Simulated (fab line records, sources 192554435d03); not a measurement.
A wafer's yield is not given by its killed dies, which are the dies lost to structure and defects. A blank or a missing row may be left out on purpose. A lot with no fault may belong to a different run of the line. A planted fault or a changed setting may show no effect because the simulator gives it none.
Chamber matching | flow n5Finfet | N5_FIN_SAQP_ALD_61 on aldSin-02: 4 sister chambers
The step deposits SiO2, target thk 4 nm, pulse time 1 s, purge time 2 s. 8 wafers are shown with their chamber, then 8 later ones without.

== WAFERS, EACH WITH ITS CHAMBER ==
wafer  | chamber | heaterPowerW (W) | precursorPulseHeightRel
L074.4 | 0       | 526              | 0.981
L075.1 | 3       | 403              | 1.003
L075.5 | 1       | 388              | 0.996
L076.3 | 0       | 534              | 1.005
L078.2 | 2       | 383              | 1.026
L078.4 | 3       | 418              | 0.987
L078.6 | 1       | 393              | 1.015
L083.3 | 2       | 396              | 1.003

== WAFERS WITHOUT THEIR CHAMBER ==
wafer  | heaterPowerW (W) | precursorPulseHeightRel
L083.4 | 526              | 1.044
L083.5 | 396              | 0.993
L087.1 | 521              | 0.985
L087.4 | 394              | 1.003
L087.5 | 398              | 1.020
L090.1 | 390              | 0.987
L090.2 | 396              | 1.009
L090.6 | 410              | 0.977

== CHAMBER TAKEN BY EACH ==
wafer  | from the rows above          | in truth
L083.4 | 0                            | 0
L083.5 | can't be placed: 1 or 2 or 3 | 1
L087.1 | 0                            | 0
L087.4 | can't be placed: 1 or 2 or 3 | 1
L087.5 | can't be placed: 2 or 1 or 3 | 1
L090.1 | can't be placed: 1 or 2 or 3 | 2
L090.2 | can't be placed: 1 or 2 or 3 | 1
L090.6 | can't be placed: 3 or 1      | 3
Correct placement for 2 of the 8. Cannot be placed on the basis of these rows: 6; the candidates contain the true chamber in 6. Placed wrongly: 0.
How it was worked out, from the rows above alone: a wafer's distance from a chamber is the root of the sum, over the readings, of the square of ((its reading less the chamber's mean) divided by the reading's scatter). If the next closest chamber is less than 2 further off than the closest, the wafer can't be placed; otherwise it belongs to the closest. A chamber's mean is the mean of its shown wafers. How the scatter is found: for the shown wafers, subtract from each reading the mean of its chamber, square and add these, divide the total by (wafers less chambers), then take the root.
